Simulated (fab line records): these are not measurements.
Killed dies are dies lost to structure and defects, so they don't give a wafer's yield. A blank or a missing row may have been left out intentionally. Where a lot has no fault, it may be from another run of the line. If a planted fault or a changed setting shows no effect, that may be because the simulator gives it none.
fab line records	flow n5_finfet
record: lots: 7	wafers: 21
route steps=1938 shown BEOL_M3@941 BEOL_M4@1040 BEOL_M5@1112
start_h: the number of hours between the record's first day and the start of the first shown wafer of the lot	wait_h: how many hours have passed since the lot's step before this one	" same as the row above	L1.1+2: a single row standing in for several wafers	- value missing, or start not given	* or withheld: withheld	< > ~ a bound
route shown NAME@n: names a module that has steps shown in the file, with the first one's number in the route	usual: average and standard deviation across the fault-free wafers	same: alike in all rows	chamber/n: place in a boat	sites: each site's reading	_std_site: the values' standard deviation	_edge_site: outer sites' mean less inner sites'	radius_mm: how far each site lies from the wafer's centre	mask NAME#n: copy n	behind: tool/chamber where the wafer was last shaped	hold: the reason the lot was held/the length of the hold in hours/how it ended	device: which transistor (n, p or np) failed to switch	end of line: tests of these same wafers at the route's end	a step without rows: its recipe alone	killed: dies that structure and defects cost at the first sort, which is not the same as the wafer's yield	map: the dies of a wafer, with x for killed, . for not killed, _ for no die there
set.NAME: setting as actually run; set.NAME@STEP: the setting as run at that earlier step	model.NAME: the simulator's own value behind a step, which no gauge read
lots with deliberately changed settings; one table per step, one row per wafer
== steps ==
step: N5_BEOL_M3_EXPOSE_08
recipe: mask_id: M3	na: 0.33	source_shape: dipole	sigma_inner: 0.369	sigma_outer: 0.767	polarization: unpolarized	dose_mj: 33
lot.wafer	tool	chamber	start_h	wait_h	mask	set.dose_mj
L076.2+4+5	euv_scanner-02	0	159.81	-	M3#0	33
L079.1+4	euv_scanner-02	0	174.85	-	M3#0	33.99
L079.2	"	0	"	"	M3#0	33
L083.3	euv_scanner-02	0	201.51	-	M3#0	34.81
L083.4+5	"	0	"	"	M3#0	33
L088.1+5	euv_scanner-01	0	241.69	-	M3#0	34.05
L088.4	"	0	"	"	M3#0	33
L089.1+4	euv_scanner-02	0	245.02	-	M3#0	33
L089.2	"	0	"	"	M3#0	31.78
L090.1+2+5	euv_scanner-01	0	247.88	-	M3#0	33
L092.1+3+4	euv_scanner-02	0	268.75	-	M3#0	33
step: N5_BEOL_M3_PEB_09
recipe: peb_temp_c: 100	peb_time_s: 60	resist: CAR-EUV
step: N5_BEOL_M3_DEVELOP_10
recipe: develop_time_s: 30	developer: TMAH	resist: CAR-EUV	rinse_liquid: surfactant_rinse	dry: air_spin	dev_temp_c: 23
lot.wafer	tool	chamber	start_h	wait_h	set.spin_rpm@BEOL_M3_COAT_05	model.CAR-EUV_of_BEOL_M3_COAT_05.thk_nm
L076.2+4+5	litho_track-05	0	-	-	1500	29.6
L079.1	litho_track-04	0	-	-	1633	28.2
L079.2	"	0	"	"	1500	29.6
L079.4	"	0	"	"	1633	28.4
L083.3	litho_track-05	0	-	-	1645	28
L083.4	"	0	"	"	1645	28.2
L083.5	"	0	"	"	1500	29.4
L088.1	litho_track-05	0	-	-	1500	29.6
L088.4+5	"	0	"	"	1334	31.4
L089.1	litho_track-04	0	-	-	1565	29
L089.2+4	"	0	"	"	1500	29.6
L090.1+5	litho_track-05	0	-	-	1500	29.6
L090.2	"	0	"	"	1603	28.6
L092.1	litho_track-02	0	-	-	1500	29.6
L092.3+4	"	0	"	"	1598	28.6
step: N5_BEOL_M3_DESCUM_16
recipe: chemistry: O2	time_s: 7	source_power_w: 50	bias_power_w: 20	pressure_mtorr: 20	rf_frequency_hz: 2.712e+07	temp_c: 40	resist: CAR-EUV	o2_flow_sccm: 225
step: N5_BEOL_M3_ETCH_74
recipe: chemistry: N2/H2	target: underlayer	target_depth_a: 65	mask_material: CAR-EUV	time_s: 5.2	ion_energy_ev: 200	pressure_mtorr: 30	source_w: 840	bias_w: 150	n2_flow_sccm: 200	h2_flow_sccm: 200	ends: cleared
lot.wafer	tool	chamber	start_h	wait_h	set.dose_mj@BEOL_M3_EXPOSE_08	model.BEOL_M3.cd_offset_nm
L076.2+4+5	rie_diel-04	1,1,0	160.29	0.0	33	0.2
L079.1	rie_diel-03	3	175.13	0.0	33.99	1.2
L079.2	"	0	"	"	33	0.2
L079.4	"	2	"	"	33.99	0.8
L083.3	rie_diel-03	1	201.86	0.0	34.81	1
L083.4	"	2	"	"	33	-0.2
L083.5	"	2	"	"	33	0
L088.1+5	rie_diel-04	1,0	241.98	0.0	34.05	0.4
L088.4	"	0	"	"	33	-0.2
L089.1	rie_diel-04	3	245.31	0.0	33	-0.2
L089.2	"	0	"	"	31.78	-1
L089.4	"	1	"	"	33	0
L090.1+5	rie_diel-06	3	248.20	0.0	33	0.2
L090.2	"	1	"	"	33	0.4
L092.1	rie_diel-06	0	269.09	0.0	33	-0.2
L092.3+4	"	3,1	"	"	33	0
step: N5_BEOL_M3_ETCH_63
recipe: chemistry: CF4	target: SiARC	target_depth_a: 156	mask_material: CAR-EUV	time_s: 26	ion_energy_ev: 80	pressure_mtorr: 40	source_w: 545	bias_w: 36	Ar_flow_sccm: 100	cf4_flow_sccm: 100	ends: cleared
lot.wafer	tool	chamber	start_h	wait_h	set.dose_mj@BEOL_M3_EXPOSE_08	model.BEOL_M3.cd_offset_nm
L076.2+4+5	rie_diel-04	1,1,0	160.31	0.0	33	0.2
L079.1	rie_diel-03	3	175.15	0.0	33.99	1.2
L079.2	"	0	"	"	33	0.4
L079.4	"	2	"	"	33.99	1
L083.3	rie_diel-03	1	201.87	0.0	34.81	1
L083.4+5	"	2	"	"	33	-0.2
L088.1+5	rie_diel-04	1,0	241.99	0.0	34.05	0.4
L088.4	"	0	"	"	33	-0.2
L089.1+4	rie_diel-04	3,1	245.32	0.0	33	0
L089.2	"	0	"	"	31.78	-1
L090.1+2+5	rie_diel-06	3,1,3	248.21	0.0	33	0.2
L092.1+3+4	rie_diel-06	0,3,1	269.10	0.0	33	0
step: N5_BEOL_M3_ETCH_64
recipe: chemistry: N2/H2	target: SOC	target_depth_a: 750	overetch_a: 150	mask_material: SiARC	temp_c: 40	time_s: 112.5	ion_energy_ev: 200	pressure_mtorr: 30	source_w: 840	bias_w: 150	n2_flow_sccm: 200	h2_flow_sccm: 200
lot.wafer	tool	chamber	start_h	wait_h	set.dose_mj@BEOL_M3_EXPOSE_08	model.BEOL_M3.cd_offset_nm
L076.2	rie_diel-04	1	160.34	0.0	33	0
L076.4+5	"	1,0	"	"	33	0.2
L079.1	rie_diel-03	3	175.18	0.0	33.99	1.2
L079.2	"	0	"	"	33	0.6
L079.4	"	2	"	"	33.99	1
L083.3	rie_diel-03	1	201.90	0.0	34.81	0.8
L083.4	"	2	"	"	33	-0.2
L083.5	"	2	"	"	33	0
L088.1	rie_diel-04	1	242.02	0.0	34.05	0.4
L088.4	"	0	"	"	33	0
L088.5	"	0	"	"	34.05	0.6
L089.1+4	rie_diel-04	3,1	245.35	0.0	33	-0.2
L089.2	"	0	"	"	31.78	-0.8
L090.1+2+5	rie_diel-06	3,1,3	248.24	0.0	33	0.2
L092.1+3	rie_diel-06	0,3	269.13	0.0	33	0.2
L092.4	"	1	"	"	33	0
step: N5_BEOL_M3_STRIP_65
recipe: chemistry: N2/H2	temp_c: 40	n2_flow_sccm: 200	h2_flow_sccm: 200	rf_frequency_hz: 6e+07
step: N5_BEOL_M3_STRIP_75
recipe: chemistry: N2/H2	temp_c: 40	n2_flow_sccm: 200	h2_flow_sccm: 200	rf_frequency_hz: 6e+07
step: N5_BEOL_M3_STRIP_66
recipe: chemistry: CF4	resist: SiARC	power_w: 300	bias_power_w: 75	pressure_mtorr: 50	cf4_flow_sccm: 150	rf_frequency_hz: 6e+07
step: N5_BEOL_M3_HM_OPEN_17
recipe: chemistry: Cl2/BCl3	target_depth_a: 200	overetch_a: 60	target: TiN	mask_material: SOC	ion_energy_ev: 150	pressure_mtorr: 10	icp_w: 1000	bias_w: 126	Cl2_flow_sccm: 53.25	bcl3_flow_sccm: 21.75	Ar_flow_sccm: 25
lot.wafer	tool	chamber	start_h	wait_h	set.dose_mj@BEOL_M3_EXPOSE_08	model.BEOL_M3.cd_offset_nm
L076.2	rie_metal-03	0	160.51	0.0	33	-0.2
L076.4+5	"	1	"	"	33	0.2
L079.1	rie_metal-01	1	175.34	0.0	33.99	1.4
L079.2	"	0	"	"	33	0.6
L079.4	"	0	"	"	33.99	1.2
L083.3	rie_metal-03	1	202.10	0.1	34.81	0.8
L083.4	"	0	"	"	33	-0.4
L083.5	"	0	"	"	33	-0.2
L088.1	rie_metal-01	0	242.19	0.0	34.05	0.4
L088.4	"	1	"	"	33	0
L088.5	"	0	"	"	34.05	0.6
L089.1+4	rie_metal-01	1,0	245.52	0.0	33	-0.2
L089.2	"	0	"	"	31.78	-0.8
L090.1+5	rie_metal-01	1	248.41	0.0	33	0.2
L090.2	"	0	"	"	33	0.4
L092.1+3	rie_metal-02	1	269.30	0.0	33	0.2
L092.4	"	0	"	"	33	0
step: N5_BEOL_M3_STRIP_19
recipe: chemistry: O2	power_w: 400	temp_c: 40	pressure_mtorr: 30	rf_frequency_hz: 6e+07	bias_power_w: 0	overash_fraction: 0.2	o2_flow_sccm: 225
step: N5_BEOL_M3_PRECLEAN_42
recipe: chemistry: residue_remover	time_s: 60	temp_c: 40
step: N5_BEOL_M3_SRD_43
recipe: time_s: 30	temp_c: 23	rinse_liquid: diw	dry: ipa_marangoni
step: N5_BEOL_M3_CD_MEAS_35
recipe: target_cd_nm: 18	target_cd_y_nm: 21	polarity: opening
usual: cd_nm: 18.01/0.29
lot.wafer	tool	chamber	start_h	wait_h	set.dose_mj@BEOL_M3_EXPOSE_08	cd_nm
L076.2	cd_sem-02	-	174.45	0.0	33	18.16
L076.4	"	-	"	"	33	18.27
L076.5	"	-	"	"	33	18.34
L079.1	cd_sem-03	-	184.72	0.0	33.99	19.74
L079.2	"	-	"	"	33	18.65
L079.4	"	-	"	"	33.99	19.04
L083.3	cd_sem-02	-	211.62	0.0	34.81	19.08
L083.4	"	-	"	"	33	17.95
L083.5	"	-	"	"	33	17.57
L088.1	cd_sem-03	-	250.32	0.0	34.05	18.60
L088.4	"	-	"	"	33	17.71
L088.5	"	-	"	"	34.05	18.56
L089.1	cd_sem-02	-	253.97	0.0	33	17.88
L089.2	"	-	"	"	31.78	17.11
L089.4	"	-	"	"	33	17.99
L090.1	cd_sem-02	-	255.05	0.0	33	18.04
L090.2	"	-	"	"	33	17.95
L090.5	"	-	"	"	33	17.82
L092.1	cd_sem-03	-	277.16	0.0	33	17.77
L092.3	"	-	"	"	33	18.20
L092.4	"	-	"	"	33	18.06
step: N5_BEOL_M4_ETCH_64
recipe: chemistry: N2/H2	target: SOC	target_depth_a: 750	overetch_a: 225	mask_material: SiARC	temp_c: 40	time_s: 121.9	ion_energy_ev: 200	pressure_mtorr: 30	source_w: 840	bias_w: 150	n2_flow_sccm: 200	h2_flow_sccm: 200
lot.wafer	tool	chamber	start_h	wait_h	set.time_s	model.SiARC_of_BEOL_M4_COAT_62.thk_nm
L076.2+4+5	rie_diel-02	1,2,1	179.97	0.0	121.9	6.4
L079.1+4	rie_diel-05	0,1	191.97	0.0	121.9	6.4
L079.2	"	3	"	"	102.2	7.2
L083.3+4+5	rie_diel-05	0,1,2	219.45	0.0	121.9	6.4
L088.1+5	rie_diel-02	2	256.05	0.0	121.9	6.2
L088.4	"	0	"	"	121.9	6
L089.1+4	rie_diel-02	3,0	259.72	0.0	121.9	6.2
L089.2	"	1	"	"	143	5.4
L090.1	rie_diel-02	2	260.38	0.0	148	5
L090.2	"	3	"	"	121.9	6.2
L090.5	"	0	"	"	121.9	6
L092.1+3+4	rie_diel-02	1,2,3	284.69	0.0	121.9	6.2
step: N5_BEOL_M4_STRIP_65
recipe: chemistry: N2/H2	temp_c: 40	n2_flow_sccm: 200	h2_flow_sccm: 200	rf_frequency_hz: 6e+07
step: N5_BEOL_M4_STRIP_75
recipe: chemistry: N2/H2	temp_c: 40	n2_flow_sccm: 200	h2_flow_sccm: 200	rf_frequency_hz: 6e+07
step: N5_BEOL_M4_STRIP_66
recipe: chemistry: CF4	resist: SiARC	power_w: 300	bias_power_w: 75	pressure_mtorr: 50	cf4_flow_sccm: 150	rf_frequency_hz: 6e+07
step: N5_BEOL_M4_HM_OPEN_17
recipe: chemistry: Cl2/BCl3	target_depth_a: 200	overetch_a: 60	target: TiN	mask_material: SOC	ion_energy_ev: 150	pressure_mtorr: 10	icp_w: 1000	bias_w: 126	Cl2_flow_sccm: 53.25	bcl3_flow_sccm: 21.75	Ar_flow_sccm: 25
lot.wafer	tool	chamber	start_h	wait_h	set.time_s@BEOL_M4_ETCH_64	model.etch.depth_nm
L076.2	rie_metal-02	0	180.15	0.0	121.9	20.06
L076.4	"	1	"	"	121.9	20.25
L076.5	"	1	"	"	121.9	20.39
L079.1	rie_metal-02	1	192.14	0.0	121.9	19.97
L079.2	"	1	"	"	102.2	20.19
L079.4	"	1	"	"	121.9	19.92
L083.3	rie_metal-02	0	219.66	0.1	121.9	20.44
L083.4	"	1	"	"	121.9	20.38
L083.5	"	1	"	"	121.9	20.34
L088.1	rie_metal-02	1	256.23	0.0	121.9	20.26
L088.4	"	1	"	"	121.9	20.35
L088.5	"	0	"	"	121.9	20.36
L089.1	rie_metal-02	0	259.90	0.0	121.9	19.96
L089.2	"	1	"	"	143	18.1
L089.4	"	1	"	"	121.9	19.91
L090.1	rie_metal-03	1	260.55	0.0	148	17.29
L090.2	"	0	"	"	121.9	19.84
L090.5	"	0	"	"	121.9	19.79
L092.1	rie_metal-02	1	284.87	0.0	121.9	20.28
L092.3	"	1	"	"	121.9	20.38
L092.4	"	0	"	"	121.9	20.18
step: N5_BEOL_M4_COAT_67
recipe: resist: SOC	temp_c: 250	time_s: 60	spin_rpm: 1500	resist_thk_nm: 60
lot.wafer	tool	chamber	start_h	wait_h	set.spin_rpm	model.SOC_of_BEOL_M4_COAT_67.thk_nm
L076.2+5	litho_track-03	0	180.37	0.0	1500	60
L076.4	"	0	"	"	1500	60.2
L079.1	litho_track-01	0	192.45	0.0	1500	60
L079.2+4	"	0	"	"	1547	59.2
L083.3	litho_track-02	0	219.84	0.0	1500	60.2
L083.4+5	"	0	"	"	1405	62.2
L088.1+4+5	litho_track-02	0	256.44	0.0	1500	60.2
L089.1+2	litho_track-02	0	260.12	0.0	1500	60
L089.4	"	0	"	"	1381	62.6
L090.1+2+5	litho_track-01	0	260.77	0.0	1500	60
L092.1+3	litho_track-02	0	285.08	0.0	1660	57.2
L092.4	"	0	"	"	1500	60.2
step: N5_BEOL_M4_COAT_68
recipe: resist: SiARC	temp_c: 220	time_s: 60	spin_rpm: 1500	resist_thk_nm: 12
step: N5_BEOL_M4_COAT_76
recipe: resist: underlayer	temp_c: 205	time_s: 60	spin_rpm: 1500	resist_thk_nm: 5
step: N5_BEOL_M4_ALD_98
recipe: material: SiO2	target_thk_a: 25	temp_c: 100	ald_precursor_family: BDEAS	ald_co_reactant: O2-plasma	pulse_time_s: 1	co_reactant_pulse_time_s: 1	purge_time_s: 2	co_reactant_purge_time_s: 2	ald_cycles: 17	pressure_torr: 2
step: N5_BEOL_M4_ETCHBACK_99
recipe: chemistry: CHF3	target: SiO2	target_depth_a: 50	time_s: 10.4	source_w: 215	bias_w: 47	Ar_flow_sccm: 200	CHF3_flow_sccm: 12	ion_energy_ev: 100	pressure_mtorr: 30
step: N5_BEOL_M4_ETCH_70
recipe: chemistry: N2/H2	target: SOC	target_depth_a: 800	overetch_a: 240	mask_material: SiARC	temp_c: 40	time_s: 130	ion_energy_ev: 200	pressure_mtorr: 30	source_w: 840	bias_w: 150	n2_flow_sccm: 200	h2_flow_sccm: 200
lot.wafer	tool	chamber	start_h	wait_h	set.spin_rpm@BEOL_M4_COAT_67	model.etch.depth_nm
L076.2	rie_diel-01	3	187.27	0.0	1500	60.02
L076.4	"	2	"	"	1500	60.24
L076.5	"	3	"	"	1500	60.1
L079.1	rie_diel-01	0	202.78	0.0	1500	60.01
L079.2	"	2	"	"	1547	59.11
L079.4	"	1	"	"	1547	59.1
L083.3	rie_diel-05	3	226.25	0.0	1500	60.19
L083.4	"	3	"	"	1405	62.24
L083.5	"	0	"	"	1405	62.26
L088.1	rie_diel-02	0	262.13	0.0	1500	60.22
L088.4	"	3	"	"	1500	60.13
L088.5	"	0	"	"	1500	60.29
L089.1	rie_diel-02	2	264.89	0.0	1500	60.02
L089.2	"	0	"	"	1500	60.08
L089.4	"	3	"	"	1381	62.67
L090.1	rie_diel-05	1	264.91	0.0	1500	60.02
L090.2	"	2	"	"	1500	60.03
L090.5	"	1	"	"	1500	60.05
L092.1	rie_diel-01	0	287.39	0.0	1660	57.15
L092.3	"	1	"	"	1660	57.27
L092.4	"	3	"	"	1500	60.24
step: N5_BEOL_M4_STRIP_71
recipe: chemistry: N2/H2	temp_c: 40	n2_flow_sccm: 200	h2_flow_sccm: 200	rf_frequency_hz: 6e+07
step: N5_BEOL_M4_STRIP_78
recipe: chemistry: N2/H2	temp_c: 40	n2_flow_sccm: 200	h2_flow_sccm: 200	rf_frequency_hz: 6e+07
step: N5_BEOL_M4_VIA_ETCH_34
recipe: chemistry: C4F6/O2	target_depth_a: 694	mask_material: SOC	pressure_mtorr: 15	ion_energy_ev: 250	taper_deg: 4	time_s: 65.9	source_w: 350	bias_w: 170	Ar_flow_sccm: 300	C4F6_flow_sccm: 10	O2_flow_sccm: 10
lot.wafer	tool	chamber	start_h	wait_h	set.spin_rpm@BEOL_M4_COAT_67	model.SOC_of_BEOL_M4_COAT_67.thk_nm
L076.2+4+5	rie_diel-01	3,2,3	187.38	0.0	1500	52
L079.1	rie_diel-01	0	202.88	0.0	1500	52
L079.2+4	"	2,1	"	"	1547	51
L083.3	rie_diel-05	3	226.36	0.0	1500	52
L083.4	"	3	"	"	1405	54
L083.5	"	0	"	"	1405	54.2
L088.1	rie_diel-02	0	262.24	0.0	1500	51.8
L088.4+5	"	3,0	"	"	1500	52
L089.1+2	rie_diel-02	2,0	265.00	0.0	1500	51.8
L089.4	"	3	"	"	1381	54.6
L090.1+5	rie_diel-05	1	265.02	0.0	1500	51.8
L090.2	"	2	"	"	1500	52
L092.1	rie_diel-01	0	287.50	0.0	1660	49
L092.3	"	1	"	"	1660	49.2
L092.4	"	3	"	"	1500	52.2
step: N5_BEOL_M5_ILD_DEP_00
recipe: material: SiCOH_lowk	target_thk_a: 1406.4	temp_c: 300	precursor: DEMS/porogen	pressure_torr: 5	rf_w: 500	time_s: 25.9
lot.wafer	tool	chamber	start_h	wait_h	set.time_s	model.SiCOH_lowk_of_BEOL_M5_ILD_DEP_00.thk_nm
L076.2	pecvd-04	2	192.75	0.7	25.9	138.4
L076.4	"	0	"	"	25.9	141.2
L076.5	"	1	"	"	25.9	140.8
L079.1+2	pecvd-03	1,2	208.45	0.8	25.9	140.2
L079.4	"	1	"	"	25.9	142.6
L083.3	pecvd-02	1	231.73	0.5	25.9	139.2
L083.4	"	2	"	"	24.69	135.4
L083.5	"	1	"	"	25.9	141.6
L088.1	pecvd-03	1	267.20	0.8	29.68	157.8
L088.4	"	1	"	"	25.9	141.8
L088.5	"	0	"	"	29.68	160.4
L089.1	pecvd-02	0	270.48	0.8	25.9	141.8
L089.2	"	2	"	"	28.25	152.2
L089.4	"	2	"	"	25.9	142.6
L090.1	pecvd-03	0	270.58	0.8	25.9	140.8
L090.2	"	1	"	"	28.6	154
L090.5	"	2	"	"	28.6	157.6
L092.1	pecvd-03	1	292.53	0.8	25.9	135.4
L092.3	"	2	"	"	29.71	157.6
L092.4	"	2	"	"	25.9	140.8
step: N5_BEOL_M5_CURE_79
recipe: temp_c: 385	time_s: 240	ambient: He/Ar	material: SiCOH_lowk
lot.wafer	tool	chamber	start_h	wait_h	set.time_s@BEOL_M5_ILD_DEP_00	model.SiCOH_lowk_of_BEOL_M5_ILD_DEP_00.thk_nm
L076.2	uv_cure-03	2	192.89	0.1	25.9	119
L076.4	"	2	"	"	25.9	121.4
L076.5	"	2	"	"	25.9	121.2
L079.1+2	uv_cure-03	1	208.51	0.0	25.9	120.6
L079.4	"	1	"	"	25.9	122.8
L083.3	uv_cure-01	1	231.95	0.2	25.9	119.8
L083.4	"	1	"	"	24.69	116.4
L083.5	"	1	"	"	25.9	121.8
L088.1	uv_cure-01	1	267.26	0.0	29.68	135.8
L088.4	"	1	"	"	25.9	122
L088.5	"	1	"	"	29.68	138.2
L089.1	uv_cure-01	1	270.54	0.0	25.9	122
L089.2	"	1	"	"	28.25	131
L089.4	"	1	"	"	25.9	122.8
L090.1	uv_cure-02	0	270.64	0.0	25.9	121.2
L090.2	"	0	"	"	28.6	132.6
L090.5	"	0	"	"	28.6	135.6
L092.1	uv_cure-03	2	292.59	0.0	25.9	116.4
L092.3	"	2	"	"	29.71	135.8
L092.4	"	2	"	"	25.9	121.2
step: N5_BEOL_M5_THK_MEAS_01
recipe: reads: SiCOH_lowk_of_BEOL_M5_ILD_DEP_00
usual: M5_ILD_THK: 121.1/1.6
lot.wafer	tool	chamber	start_h	wait_h	set.time_s@BEOL_M5_ILD_DEP_00	M5_ILD_THK[nm]
L076.2	film_metro-01	-	193.32	0.4	25.9	119.0
L076.4	"	-	"	"	25.9	121.4
L076.5	"	-	"	"	25.9	121.3
L079.1	film_metro-01	-	209.50	0.8	25.9	120.8
L079.2	"	-	"	"	25.9	120.6
L079.4	"	-	"	"	25.9	122.9
L083.3	film_metro-02	-	232.31	0.3	25.9	119.8
L083.4	"	-	"	"	24.69	116.5
L083.5	"	-	"	"	25.9	121.8
L088.1	film_metro-02	-	267.77	0.4	29.68	136.0
L088.4	"	-	"	"	25.9	122.1
L088.5	"	-	"	"	29.68	138.2
L089.1	film_metro-01	-	271.05	0.4	25.9	121.9
L089.2	"	-	"	"	28.25	130.9
L089.4	"	-	"	"	25.9	122.7
L090.1	film_metro-01	-	271.16	0.4	25.9	121.3
L090.2	"	-	"	"	28.6	132.6
L090.5	"	-	"	"	28.6	135.7
L092.1	film_metro-02	-	293.10	0.4	25.9	116.5
L092.3	"	-	"	"	29.71	135.8
L092.4	"	-	"	"	25.9	121.2
== key ==
split: step: N5_BEOL_M3_EXPOSE_08	setting: dose_mj	stated: 33	by: wafer
response: step: N5_BEOL_M3_ETCH_74	reading: model.BEOL_M3.cd_offset_nm	change: +0.217	per: 1%	r: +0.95
response: step: N5_BEOL_M3_ETCH_63	reading: model.BEOL_M3.cd_offset_nm	change: +0.227	per: 1%	r: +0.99
response: step: N5_BEOL_M3_ETCH_64	reading: model.BEOL_M3.cd_offset_nm	change: +0.163	per: 1%	r: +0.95
response: step: N5_BEOL_M3_HM_OPEN_17	reading: model.BEOL_M3.cd_offset_nm	change: +0.19	per: 1%	r: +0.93
response: step: N5_BEOL_M3_CD_MEAS_35	reading: cd_nm	change: +0.243	per: 1%	r: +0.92
split: step: N5_BEOL_M4_ETCH_64	setting: time_s	stated: 121.9	by: wafer
response: step: N5_BEOL_M4_ETCH_64	reading: model.SiARC_of_BEOL_M4_COAT_62.thk_nm	change: -0.0494	per: 1%	r: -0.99
response: step: N5_BEOL_M4_HM_OPEN_17	reading: model.etch.depth_nm	shape: bent	at_lowest: 20.19	at_stated: 20.17	at_highest: 17.29
split: step: N5_BEOL_M4_COAT_67	setting: spin_rpm	stated: 1500	by: wafer
response: step: N5_BEOL_M4_COAT_67	reading: model.SOC_of_BEOL_M4_COAT_67.thk_nm	change: -0.299	per: 1%	r: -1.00
response: step: N5_BEOL_M4_ETCH_70	reading: model.etch.depth_nm	change: -0.304	per: 1%	r: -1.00
response: step: N5_BEOL_M4_VIA_ETCH_34	reading: model.SOC_of_BEOL_M4_COAT_67.thk_nm	change: -0.316	per: 1%	r: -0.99
split: step: N5_BEOL_M5_ILD_DEP_00	setting: time_s	stated: 25.9	by: wafer
response: step: N5_BEOL_M5_ILD_DEP_00	reading: model.SiCOH_lowk_of_BEOL_M5_ILD_DEP_00.thk_nm	change: +1.26	per: 1%	r: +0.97
response: step: N5_BEOL_M5_CURE_79	reading: model.SiCOH_lowk_of_BEOL_M5_ILD_DEP_00.thk_nm	change: +1.09	per: 1%	r: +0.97
response: step: N5_BEOL_M5_THK_MEAS_01	reading: M5_ILD_THK	change: +1.09	per: 1%	r: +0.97
split outside_this_file step=N5_BEOL_M3_COAT_05 setting=spin_rpm
split outside_this_file: this setting was split too, and the file shows its column; the key of that split is in another file
